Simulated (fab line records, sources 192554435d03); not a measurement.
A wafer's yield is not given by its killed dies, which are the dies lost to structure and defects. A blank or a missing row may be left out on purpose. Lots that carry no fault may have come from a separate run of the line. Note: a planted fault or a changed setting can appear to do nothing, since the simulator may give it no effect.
fab line records ; flow n5_finfet ; part 1 of 2: steps 1 to 6 of 9
[record] lots = 14; wafers = 41; last_day = 17
route steps=1938 shown BEOL_M0_SAQP@636 BEOL_M4@1111
lots untouched by any fault: they come from a run of this same line in which no faults occurred
start_h: hours from the record's first day to the start of the lot's first wafer shown ; wait_h: time in hours since the lot's previous step ; " identical to the entry in the row above ; L1.1+2: a row that stands for several wafers ; - either no value or no given start ; * or withheld: withheld ; < > ~ a bound
route shown NAME@n: a module of which the file shows steps, and the number in the route of the first ; usual: average and standard deviation across the fault-free wafers ; same: alike in all rows ; chamber/n: place in a boat ; sites: readings site by site ; _std_site: the values' standard deviation ; _edge_site: mean of outer sites minus mean of inner sites ; radius_mm: for every site, how far away it sits from the centre of the wafer ; mask NAME#n: copy n ; behind: the last tool/chamber to shape the wafer ; hold: why the lot was held/for how many hours/how that ended ; device: whichever transistor did not switch (one of n, p or np) ; end of line: the tests these same wafers got at the end of their route ; step lacking rows: just its recipe ; killed: dies that structure and defects cost at the first sort, which is not the same as the wafer's yield ; map: a wafer's dies, x killed, . not, _ none there
set.NAME: the setting the step ran with; set.NAME@STEP: the setting that earlier step ran with ; model.NAME: the simulator's own value behind a step, which no gauge read
one table for each step of the route and one row for each wafer, over a sample of lots
services: the hour from which a tool's chamber was out of use, counted from the record's first day as start_h (under 0 if before that day), plus the number of hours and why
[[steps]]
[step N5_BEOL_M0_SAQP_PECVD_96]
[recipe] material = a-Si; target_thk_a = 450; temp_c = 350; precursor = SiH4/He; pressure_torr = 3; rf_w = 100; time_s = 45.2
[usual] heater_power_w = 601/63; showerhead_plenum_p_Torr = 5.67/0.051; susceptor_temp_C = 349.99/0.19; throttle_valve_pct = 18.3/1
lot.wafer;tool;chamber;start_h;wait_h;heater_power_w;showerhead_plenum_p_Torr;susceptor_temp_C;throttle_valve_pct
L174.2;pecvd-02;0;110.73;0.0;694;5.67;349.88;16.8
L174.4;pecvd-02;0;110.73;0.0;702;5.68;349.92;17.0
L174.5;pecvd-02;2;110.73;0.0;608;5.60;349.72;19.9
L175.1;pecvd-03;2;114.17;0.0;688;5.76;350.06;17.1
L175.2;pecvd-03;0;114.17;0.0;580;5.59;349.78;20.5
L175.5;pecvd-03;0;114.17;0.0;584;5.59;350.16;20.1
L176.3;pecvd-02;0;115.55;0.0;748;5.68;350.08;17.0
L176.5;pecvd-02;0;115.55;0.0;745;5.67;350.07;16.9
L176.6;pecvd-02;1;115.55;0.0;626;5.68;349.89;19.0
L180.3;pecvd-01;1;144.79;0.0;600;5.72;349.76;18.0
L180.4;pecvd-01;0;144.79;0.0;566;5.69;349.71;17.1
L180.6;pecvd-01;2;144.79;0.0;520;5.63;350.18;17.6
L185.1;pecvd-03;2;173.75;0.0;576;5.74;350.02;17.3
L185.4;pecvd-03;2;173.75;0.0;585;5.74;350.00;17.1
L185.5;pecvd-03;1;173.75;0.0;588;5.61;350.04;18.2
L186.1;pecvd-01;2;185.64;0.0;559;5.62;349.93;17.6
L186.2;pecvd-01;1;185.64;0.0;608;5.71;350.11;17.9
L186.6;pecvd-01;0;185.64;0.0;544;5.68;349.91;17.0
L187.1;pecvd-02;2;196.73;0.0;588;5.60;350.14;19.5
L187.2;pecvd-02;0;196.73;0.0;678;5.68;350.07;17.0
L187.4;pecvd-02;2;196.73;0.0;599;5.62;350.21;19.8
L189.1;pecvd-02;0;204.56;0.0;668;5.68;349.89;17.4
L189.4;pecvd-02;1;204.56;0.0;628;5.69;350.04;19.3
L189.6;pecvd-02;1;204.56;0.0;634;5.69;349.68;19.4
L190.1;pecvd-01;0;210.58;0.0;584;5.69;350.22;17.6
L190.3;pecvd-01;2;210.58;0.0;492;5.64;350.04;17.8
L190.5;pecvd-01;2;210.58;0.0;500;5.64;349.86;17.8
L192.2;pecvd-02;0;221.09;0.0;795;5.67;350.00;17.2
L192.6;pecvd-02;1;221.09;0.0;567;5.70;350.08;19.2
L194.1;pecvd-01;1;227.85;0.0;575;5.72;350.09;18.1
L194.5;pecvd-01;2;227.85;0.0;564;5.63;350.32;17.7
L194.6;pecvd-01;0;227.85;0.0;592;5.68;350.13;17.4
L195.1;pecvd-02;0;232.41;0.0;759;5.67;349.91;16.9
L195.2;pecvd-02;2;232.41;0.0;507;5.60;349.88;17.7
L195.5;pecvd-02;1;232.41;0.0;603;5.68;350.08;18.9
L196.2;pecvd-03;0;243.72;0.0;661;5.60;350.06;20.2
L196.4;pecvd-03;0;243.72;0.0;657;5.61;350.08;20.3
L196.6;pecvd-03;2;243.72;0.0;661;5.75;349.97;17.6
L197.3;pecvd-03;2;248.26;0.0;619;5.77;349.99;18.0
L197.5;pecvd-03;2;248.26;0.0;618;5.77;349.94;17.7
L197.6;pecvd-03;1;248.26;0.0;592;5.61;350.11;18.5
[step N5_BEOL_M0_SAQP_ETCH_84]
[recipe] chemistry = N2/H2; target = SOC; target_depth_a = 1000; overetch_a = 200; mask_material = SiARC; temp_c = 40; time_s = 150; ion_energy_ev = 200; pressure_mtorr = 30; source_w = 840; bias_w = 150; n2_flow_sccm = 200; h2_flow_sccm = 200
[usual] drypump_motor_current_A = 5.9/0.43; oes_product_au = 0.71/0.082; rf_vpp_V = 524.1/2.3; showerhead_plenum_p_Torr = 2.55/0.08; throttle_valve_pct = 17.80/0.3
lot.wafer;tool;chamber;start_h;wait_h;drypump_motor_current_A;oes_product_au;rf_hours_counter_h;rf_vpp_V;showerhead_plenum_p_Torr;throttle_valve_pct
L174.2;rie_diel-06;2;111.80;0.0;5.4;0.70;139;523.9;2.56;18.20
L174.4;rie_diel-06;3;111.80;0.0;5.4;0.83;13;528.6;2.70;17.36
L174.5;rie_diel-06;1;111.80;0.0;5.5;0.61;-;522.6;2.51;18.06
L175.1;rie_diel-03;0;115.09;0.0;6.2;0.62;237;523.3;2.51;17.90
L175.2;rie_diel-03;1;115.09;0.0;5.7;0.68;152;520.6;2.40;17.78
L175.5;rie_diel-03;3;115.09;0.0;5.7;0.64;-;527.4;2.63;18.02
L176.3;rie_diel-03;0;116.57;0.0;6.2;0.62;238;522.2;2.51;17.91
L176.5;rie_diel-03;1;116.57;0.0;5.7;0.69;-;520.8;2.40;17.80
L176.6;rie_diel-03;0;116.57;0.0;6.2;0.62;-;522.1;2.51;17.90
L180.3;rie_diel-06;0;145.63;0.0;6.1;0.64;68;525.6;2.59;17.96
L180.4;rie_diel-06;2;145.63;0.0;5.4;0.57;-;523.3;2.56;18.21
L180.6;rie_diel-06;0;145.63;0.0;6.0;0.65;-;524.5;2.59;17.96
L185.1;rie_diel-06;1;174.59;0.0;5.5;0.74;8;521.6;2.51;17.65
L185.4;rie_diel-06;2;174.59;0.0;5.4;0.55;160;523.8;2.55;18.23
L185.5;rie_diel-06;2;174.59;0.0;5.4;0.56;-;525.5;2.55;18.21
L186.1;rie_diel-03;0;186.73;0.0;6.2;0.88;4;521.8;2.51;17.43
L186.2;rie_diel-03;2;186.73;0.0;6.6;0.84;13;524.9;2.58;17.31
L186.6;rie_diel-03;0;186.73;0.0;6.2;0.87;-;522.3;2.51;17.43
L187.1;rie_diel-02;2;197.44;0.0;6.2;0.88;1;523.4;2.53;18.10
L187.2;rie_diel-02;3;197.44;0.0;5.2;0.75;58;522.8;2.48;17.52
L187.4;rie_diel-02;1;197.44;0.0;6.6;0.72;99;524.8;2.56;17.57
L189.1;rie_diel-02;0;205.48;0.0;6.2;0.62;219;527.8;2.59;17.48
L189.4;rie_diel-02;1;205.48;0.0;6.6;0.72;100;525.9;2.56;17.59
L189.6;rie_diel-02;3;205.48;0.0;5.2;0.75;-;523.0;2.47;17.51
L190.1;rie_diel-02;3;211.31;0.0;5.3;0.75;61;521.6;2.47;17.52
L190.3;rie_diel-02;2;211.31;0.0;6.2;0.86;5;524.7;2.53;18.10
L190.5;rie_diel-02;2;211.31;0.0;6.2;0.86;-;521.6;2.53;18.11
L192.2;rie_diel-03;1;222.45;0.0;5.7;0.66;189;519.5;2.39;17.85
L192.6;rie_diel-03;3;222.45;0.0;5.7;0.61;-;525.3;2.62;18.10
L194.1;rie_diel-02;1;228.56;0.0;6.6;0.71;107;522.5;2.56;17.59
L194.5;rie_diel-02;3;228.56;0.0;5.3;0.74;-;522.1;2.47;17.54
L194.6;rie_diel-02;0;228.56;0.0;6.3;0.61;-;525.4;2.59;17.50
L195.1;rie_diel-03;3;233.13;0.0;5.7;0.61;232;524.5;2.62;18.09
L195.2;rie_diel-03;1;233.13;0.0;5.7;0.66;191;521.5;2.39;17.85
L195.5;rie_diel-03;0;233.13;0.0;6.2;0.84;-;522.1;2.50;17.45
L196.2;rie_diel-02;1;244.56;0.0;6.6;0.70;112;525.0;2.56;17.60
L196.4;rie_diel-02;0;244.56;0.0;6.3;0.61;232;526.1;2.59;17.51
L196.6;rie_diel-02;3;244.56;0.0;5.2;0.73;-;521.8;2.47;17.56
L197.3;rie_diel-06;2;249.10;0.0;5.3;0.67;182;523.7;2.54;18.28
L197.5;rie_diel-06;2;249.10;0.0;5.3;0.67;-;524.2;2.54;18.29
L197.6;rie_diel-06;1;249.10;0.0;5.5;0.79;-;523.5;2.50;17.72
[step N5_BEOL_M0_SAQP_HM_OPEN_112]
[recipe] chemistry = CHF3/O2; target = SiO2; stop_on = a-Si; target_depth_a = 120; over_etch_frac = 1.25; mask_material = SOC; time_s = 13.5; pressure_mtorr = 30; source_w = 650; bias_w = 170; Ar_flow_sccm = 200; CHF3_flow_sccm = 50; O2_flow_sccm = 5; ion_energy_ev = 200; ends = end_point
[usual] CHF3_flow_sccm = 50.00/0.17; drypump_motor_current_A = 5.9/0.43; oes_ar_750_au = 0.78/0.093; oes_product_au = 0.52/0.059; rf_vpp_V = 531/15; showerhead_plenum_p_Torr = 2.42/0.073; throttle_valve_pct = 18.83/0.24
lot.wafer;tool;chamber;start_h;wait_h;CHF3_flow_sccm;drypump_motor_current_A;oes_ar_750_au;oes_product_au;rf_hours_counter_h;rf_vpp_V;showerhead_plenum_p_Torr;throttle_valve_pct
L174.2;rie_diel-06;2;111.90;0.0;49.98;5.4;0.75;0.51;139;547;2.40;19.02
L174.4;rie_diel-06;3;111.90;0.0;49.81;5.4;0.90;0.61;13;537;2.56;18.55
L174.5;rie_diel-06;1;111.90;0.0;49.94;5.5;0.70;0.45;-;532;2.37;18.96
L175.1;rie_diel-03;0;115.20;0.0;50.06;6.2;0.68;0.45;237;542;2.36;18.71
L175.2;rie_diel-03;1;115.20;0.0;50.10;5.6;0.76;0.50;152;513;2.32;19.13
L175.5;rie_diel-03;3;115.20;0.0;50.04;5.7;0.69;0.47;-;533;2.49;19.01
L176.3;rie_diel-03;0;116.68;0.0;49.96;6.2;0.68;0.45;238;541;2.36;18.70
L176.5;rie_diel-03;1;116.68;0.0;50.01;5.7;0.75;0.49;-;514;2.32;19.12
L176.6;rie_diel-03;0;116.68;0.0;50.03;6.2;0.68;0.45;-;543;2.36;18.71
L180.3;rie_diel-06;0;145.74;0.0;49.82;6.1;0.85;0.31;69;514;2.45;18.98
L180.4;rie_diel-06;2;145.74;0.0;49.72;5.3;0.74;0.29;-;548;2.40;19.00
L180.6;rie_diel-06;0;145.74;0.0;49.97;6.0;0.85;0.31;-;515;2.45;18.99
L185.1;rie_diel-06;1;174.69;0.0;49.87;5.5;0.94;0.37;8;531;2.37;18.56
L185.4;rie_diel-06;2;174.69;0.0;50.09;5.3;0.73;0.29;160;547;2.39;19.01
L185.5;rie_diel-06;2;174.69;0.0;49.82;5.3;0.73;0.29;-;546;2.39;19.01
L186.1;rie_diel-03;0;186.84;0.0;50.05;6.2;0.96;0.64;4;542;2.36;18.28
L186.2;rie_diel-03;2;186.84;0.0;50.36;6.6;0.91;0.62;13;542;2.46;18.59
L186.6;rie_diel-03;0;186.84;0.0;50.43;6.2;0.97;0.65;-;542;2.36;18.27
L187.1;rie_diel-02;2;197.55;0.0;49.75;6.1;0.97;0.64;1;538;2.37;18.76
L187.2;rie_diel-02;3;197.55;0.0;49.59;5.2;0.85;0.54;58;506;2.34;18.59
L187.4;rie_diel-02;1;197.55;0.0;50.13;6.6;0.78;0.53;99;565;2.42;18.57
L189.1;rie_diel-02;0;205.59;0.0;49.80;6.2;0.69;0.45;219;519;2.49;18.70
L189.4;rie_diel-02;1;205.59;0.0;49.90;6.6;0.78;0.52;100;564;2.42;18.57
L189.6;rie_diel-02;3;205.59;0.0;49.69;5.2;0.85;0.54;-;506;2.34;18.59
L190.1;rie_diel-02;3;211.42;0.0;50.18;5.2;0.84;0.55;61;507;2.34;18.61
L190.3;rie_diel-02;2;211.42;0.0;49.68;6.2;0.95;0.63;5;535;2.37;18.77
L190.5;rie_diel-02;2;211.42;0.0;49.76;6.1;0.95;0.63;-;535;2.37;18.75
L192.2;rie_diel-03;1;222.56;0.0;49.90;5.7;0.72;0.48;189;512;2.30;19.19
L192.6;rie_diel-03;3;222.56;0.0;49.89;5.7;0.66;0.45;-;530;2.48;19.08
L194.1;rie_diel-02;1;228.67;0.0;50.07;6.6;0.77;0.52;107;565;2.42;18.57
L194.5;rie_diel-02;3;228.67;0.0;50.06;5.2;0.84;0.54;-;505;2.34;18.62
L194.6;rie_diel-02;0;228.67;0.0;49.94;6.2;0.69;0.45;-;518;2.49;18.70
L195.1;rie_diel-03;3;233.23;0.0;50.20;5.7;0.66;0.44;232;532;2.48;19.07
L195.2;rie_diel-03;1;233.23;0.0;50.08;5.7;0.72;0.47;191;513;2.30;19.18
L195.5;rie_diel-03;0;233.23;0.0;50.01;6.2;0.92;0.60;-;541;2.35;18.29
L196.2;rie_diel-02;1;244.66;0.0;49.62;6.6;0.77;0.52;112;564;2.42;18.59
L196.4;rie_diel-02;0;244.66;0.0;50.12;6.3;0.68;0.44;232;518;2.49;18.73
L196.6;rie_diel-02;3;244.66;0.0;49.89;5.3;0.83;0.53;-;504;2.34;18.63
L197.3;rie_diel-06;2;249.20;0.0;50.14;5.3;0.72;0.48;182;546;2.38;19.10
L197.5;rie_diel-06;2;249.20;0.0;50.26;5.3;0.72;0.49;-;547;2.38;19.11
L197.6;rie_diel-06;1;249.20;0.0;49.94;5.5;0.89;0.59;-;529;2.36;18.64
[step N5_BEOL_M0_SAQP_MANDREL_ETCH_20]
[recipe] target_depth_a = 600; chemistry = HBr/Cl2; target = a-Si; stop_on = SiNx; bt_time_s = 10; mask_material = SOC; over_etch_frac = 0.5; time_s = 30; pressure_mtorr = 10; icp_w = 800; bias_w = 75; HBr_flow_sccm = 150; Cl2_flow_sccm = 80; ends = end_point
[usual] HBr_flow_sccm = 150.0/0.43; drypump_motor_current_A = 5.7/0.38; he_backside_leak_sccm = 2.67/0.28; oes_product_au = 0.776/0.016; throttle_valve_pct = 35.5/0.35
lot.wafer;tool;chamber;start_h;wait_h;HBr_flow_sccm;drypump_motor_current_A;he_backside_leak_sccm;oes_product_au;rf_hours_counter_h;throttle_valve_pct
L174.2;rie_si-02;3;111.99;0.0;150.4;5.4;2.41;0.786;26;34.8
L174.4;rie_si-02;2;111.99;0.0;150.5;5.9;3.03;0.770;10;35.3
L174.5;rie_si-02;2;111.99;0.0;149.7;5.9;2.92;0.781;-;35.3
L175.1;rie_si-02;2;115.28;0.0;150.3;5.9;3.05;0.764;10;35.3
L175.2;rie_si-02;3;115.28;0.0;150.1;5.4;2.48;0.772;26;34.8
L175.5;rie_si-02;2;115.28;0.0;149.4;5.9;3.00;0.764;-;35.3
L176.3;rie_si-02;3;116.76;0.0;150.6;5.3;2.40;0.784;26;34.8
L176.5;rie_si-02;1;116.76;0.0;150.5;5.7;2.48;0.766;-;35.8
L176.6;rie_si-02;0;116.76;0.0;150.1;5.4;2.21;0.776;-;36.1
L180.3;rie_si-04;3;145.83;0.0;149.7;5.8;2.69;0.325;116;36.7
L180.4;rie_si-04;1;145.83;0.0;150.3;6.5;2.81;0.337;-;36.4
L180.6;rie_si-04;0;145.83;0.0;150.1;5.5;2.63;0.337;-;36.0
L185.1;rie_si-05;3;174.78;0.0;149.9;5.9;2.67;0.317;128;36.7
L185.4;rie_si-05;0;174.78;0.0;150.1;6.0;2.76;0.320;52;36.2
L185.5;rie_si-05;3;174.78;0.0;149.8;5.9;2.64;0.329;-;36.7
L186.1;rie_si-04;3;186.92;0.0;149.7;5.8;2.84;0.759;117;35.8
L186.2;rie_si-04;2;186.92;0.0;150.1;6.0;2.89;0.774;1;35.0
L186.6;rie_si-04;2;186.92;0.0;150.1;6.1;2.86;0.782;-;35.0
L187.1;rie_si-04;3;197.63;0.0;150.3;5.8;2.65;0.779;117;35.8
L187.2;rie_si-04;0;197.63;0.0;149.9;5.6;2.68;0.794;165;35.2
L187.4;rie_si-04;1;197.63;0.0;149.6;6.6;2.81;0.803;160;35.5
L189.1;rie_si-05;0;205.67;0.0;150.3;5.9;2.59;0.779;52;35.3
L189.4;rie_si-05;2;205.67;0.0;150.0;5.1;2.41;0.751;167;35.5
L189.6;rie_si-05;3;205.67;0.0;150.8;5.9;2.69;0.765;-;35.8
L190.1;rie_si-04;0;211.50;0.0;150.1;5.5;2.76;0.796;165;35.2
L190.3;rie_si-04;2;211.50;0.0;150.6;6.0;2.77;0.767;1;35.0
L190.5;rie_si-04;3;211.50;0.0;149.8;5.8;2.80;0.769;-;35.8
L192.2;rie_si-05;0;222.65;0.0;150.1;5.9;2.79;0.784;53;35.3
L192.6;rie_si-05;0;222.65;0.0;150.5;6.0;2.86;0.778;-;35.3
L194.1;rie_si-02;2;228.76;0.0;149.7;5.9;3.03;0.753;12;35.3
L194.5;rie_si-02;3;228.76;0.0;149.7;5.3;2.42;0.784;-;34.8
L194.6;rie_si-02;0;228.76;0.0;149.7;5.4;2.26;0.779;-;36.1
L195.1;rie_si-04;3;233.32;0.0;150.0;5.8;2.40;0.772;118;35.8
L195.2;rie_si-04;2;233.32;0.0;150.0;6.1;2.91;0.778;2;35.0
L195.5;rie_si-04;3;233.32;0.0;150.2;5.8;2.61;0.777;-;35.8
L196.2;rie_si-04;1;244.75;0.0;150.7;6.6;2.58;0.795;161;35.5
L196.4;rie_si-04;3;244.75;0.0;149.6;5.8;2.69;0.762;118;35.8
L196.6;rie_si-04;0;244.75;0.0;149.8;5.5;2.74;0.797;-;35.2
L197.3;rie_si-02;3;249.29;0.0;149.1;5.3;2.40;0.778;29;34.8
L197.5;rie_si-02;0;249.29;0.0;150.4;5.4;2.23;0.786;-;36.0
L197.6;rie_si-02;1;249.29;0.0;149.9;5.7;2.48;0.765;-;35.8
[step N5_BEOL_M0_SAQP_CD_MEAS_25]
[recipe] target_cd_nm = 13.1; landing_energy_ev = 1000; detector = se_inlens
[usual] cd_nm = 12.72/0.26
[same] landing_energy_ev = 1000
lot.wafer;tool;chamber;start_h;wait_h;cd_nm
L174.2;cd_sem-03;0;113.28;0.1;12.88
L174.4;cd_sem-03;0;113.28;0.1;12.93
L174.5;cd_sem-03;0;113.28;0.1;12.54
L175.1;cd_sem-01;0;117.82;0.1;12.80
L175.2;cd_sem-01;0;117.82;0.1;12.78
L175.5;cd_sem-01;0;117.82;0.1;12.83
L176.3;cd_sem-01;0;118.12;0.1;12.86
L176.5;cd_sem-01;0;118.12;0.1;12.91
L176.6;cd_sem-01;0;118.12;0.1;12.64
L180.3;cd_sem-02;0;147.17;0.1;-
L180.4;cd_sem-02;0;147.17;0.1;-
L180.6;cd_sem-02;0;147.17;0.1;-
L185.1;cd_sem-02;0;176.33;0.1;-
L185.4;cd_sem-02;0;176.33;0.1;-
L185.5;cd_sem-02;0;176.33;0.1;-
L186.1;cd_sem-02;0;188.71;0.1;12.75
L186.2;cd_sem-02;0;188.71;0.1;12.99
L186.6;cd_sem-02;0;188.71;0.1;12.41
L187.1;cd_sem-03;0;199.32;0.1;12.49
L187.2;cd_sem-03;0;199.32;0.1;12.57
L187.4;cd_sem-03;0;199.32;0.1;12.72
L189.1;cd_sem-03;0;207.63;0.1;12.43
L189.4;cd_sem-03;0;207.63;0.1;12.70
L189.6;cd_sem-03;0;207.63;0.1;12.49
L190.1;cd_sem-02;0;212.98;0.1;12.91
L190.3;cd_sem-02;0;212.98;0.1;13.08
L190.5;cd_sem-02;0;212.98;0.1;12.79
L192.2;cd_sem-02;0;224.03;0.1;12.99
L192.6;cd_sem-02;0;224.03;0.1;12.63
L194.1;cd_sem-03;0;230.04;0.1;12.90
L194.5;cd_sem-03;0;230.04;0.1;12.89
L194.6;cd_sem-03;0;230.04;0.1;12.58
L195.1;cd_sem-03;0;235.31;0.1;13.02
L195.2;cd_sem-03;0;235.31;0.1;12.90
L195.5;cd_sem-03;0;235.31;0.1;13.15
L196.2;cd_sem-02;0;246.30;0.1;12.55
L196.4;cd_sem-02;0;246.30;0.1;12.44
L196.6;cd_sem-02;0;246.30;0.1;12.96
L197.3;cd_sem-02;0;250.57;0.1;13.22
L197.5;cd_sem-02;0;250.57;0.1;12.72
L197.6;cd_sem-02;0;250.57;0.1;12.82
[step N5_BEOL_M0_SAQP_ETCH_102]
[recipe] chemistry = CF4; target = SiO2; target_depth_a = 40; ion_energy_ev = 350; time_s = 4.4; pressure_mtorr = 10; icp_w = 800; bias_w = 400; cf4_flow_sccm = 80
[usual] drypump_motor_current_A = 5.7/0.36; he_backside_leak_sccm = 2.65/0.26; oes_product_au = 1.008/0.021; throttle_valve_pct = 22.0/0.32
lot.wafer;tool;chamber;start_h;wait_h;drypump_motor_current_A;he_backside_leak_sccm;oes_product_au;rf_hours_counter_h;throttle_valve_pct
L174.2;rie_si-02;1;113.50;0.1;5.7;2.50;1.002;59;22.1
L174.4;rie_si-02;3;113.50;0.1;5.3;2.46;1.020;26;21.5
L174.5;rie_si-02;1;113.50;0.1;5.7;2.54;1.011;-;22.1
L175.1;rie_si-02;2;117.96;0.1;5.9;3.01;0.961;10;21.6
L175.2;rie_si-02;1;117.96;0.1;5.7;2.69;0.997;59;22.1
L175.5;rie_si-02;2;117.96;0.1;5.9;2.92;0.967;-;21.6
L176.3;rie_si-04;0;118.26;0.1;5.6;2.98;1.012;163;21.7
L176.5;rie_si-04;2;118.26;0.1;6.1;3.20;1.039;-;21.7
L176.6;rie_si-04;3;118.26;0.1;5.8;2.88;0.976;-;22.1
L180.3;rie_si-05;3;147.31;0.1;5.8;2.66;0.992;128;22.1
L180.4;rie_si-05;0;147.31;0.1;5.9;2.72;1.010;51;21.9
L180.6;rie_si-05;0;147.31;0.1;5.9;2.77;1.011;-;21.9
L185.1;rie_si-04;1;176.47;0.1;6.5;2.43;1.003;160;22.2
L185.4;rie_si-04;2;176.47;0.1;6.1;2.82;1.023;1;21.5
L185.5;rie_si-04;3;176.47;0.1;5.8;2.83;0.964;-;22.1
L186.1;rie_si-02;2;188.85;0.1;5.8;2.89;0.968;11;21.6
L186.2;rie_si-02;1;188.85;0.1;5.7;2.51;0.994;60;22.1
L186.6;rie_si-02;1;188.85;0.1;5.7;2.61;0.999;-;22.1
L187.1;rie_si-02;1;199.46;0.1;5.7;2.88;0.998;60;22.1
L187.2;rie_si-02;2;199.46;0.1;5.9;2.90;0.975;12;21.6
L187.4;rie_si-02;0;199.46;0.1;5.4;2.43;1.047;37;22.6
L189.1;rie_si-04;1;207.77;0.1;6.5;2.92;1.010;161;22.3
L189.4;rie_si-04;0;207.77;0.1;5.5;2.54;1.012;165;21.7
L189.6;rie_si-04;2;207.77;0.1;6.0;2.80;1.028;-;21.5
L190.1;rie_si-02;0;213.12;0.1;5.4;2.28;1.044;37;22.5
L190.3;rie_si-02;3;213.12;0.1;5.3;2.47;1.016;28;21.5
L190.5;rie_si-02;0;213.12;0.1;5.4;2.34;1.049;-;22.6
L192.2;rie_si-02;3;224.18;0.1;5.3;2.40;1.020;28;21.5
L192.6;rie_si-02;0;224.18;0.1;5.4;2.34;1.029;-;22.6
L194.1;rie_si-02;1;230.26;0.1;5.7;2.80;0.999;61;22.1
L194.5;rie_si-02;0;230.26;0.1;5.4;2.23;1.039;-;22.5
L194.6;rie_si-02;1;230.26;0.1;5.7;2.63;1.001;-;22.1
L195.1;rie_si-02;2;235.47;0.1;5.9;2.93;0.979;12;21.6
L195.2;rie_si-02;0;235.47;0.1;5.4;2.16;1.039;38;22.6
L195.5;rie_si-02;3;235.47;0.1;5.3;2.38;1.025;-;21.5
L196.2;rie_si-02;2;246.44;0.1;5.9;3.04;0.972;12;21.6
L196.4;rie_si-02;0;246.44;0.1;5.4;2.32;1.038;38;22.5
L196.6;rie_si-02;0;246.44;0.1;5.4;2.36;1.035;-;22.5
L197.3;rie_si-02;1;250.72;0.1;5.7;2.45;0.992;61;22.1
L197.5;rie_si-02;1;250.72;0.1;5.7;2.58;1.000;-;22.1
L197.6;rie_si-02;0;250.72;0.1;5.4;2.26;1.032;-;22.5
[[key]]
[first_sign] step = N5_BEOL_M0_SAQP_HM_OPEN_112; reading = oes_product_au; direction = down; sigmas = 3.5; usual = 0.52; struck = 0.31
[effect] step = N5_BEOL_M0_SAQP_MANDREL_ETCH_20; reading = oes_product_au; direction = down; sigmas = 29; usual = 0.776; struck = 0.327
[effect] step = N5_BEOL_M0_SAQP_CD_MEAS_25; reading = cd_nm; direction = missing
[effect] step = N5_BEOL_M0_SAQP_CD_MEAS_29; reading = cd_nm; direction = missing
met_at N5_BEOL_M0_SAQP_ETCH_84
struck_lots L180,L185
later_rows_left_out L180.3,L180.4,L180.6,L185.1,L185.4,L185.5
sort_left_out L180.3,L180.4,L180.6,L185.1,L185.4,L185.5
not_acting_at N5_BEOL_M0_SAQP_PECVD_96,N5_BEOL_M0_SAQP_ETCH_102,N5_BEOL_M0_SAQP_RECESS_104
onset_between 111.80 145.63
[fault] kind = process_parameter_drift; tool = rie_diel-06; chamber = -; onset_h = 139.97; steps = N5_BEOL_M0_SAQP_ETCH_84; channel = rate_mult; offset = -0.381; shape = step; end_h = 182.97
// sort_left_out: the simulated sort isn't trusted on such a fault, so these wafers' sort isn't shown, and their yield isn't known
// later_rows_left_out: the simulator's readings of these wafers behind a module that went badly wrong aren't trusted and aren't shown, but for the sort
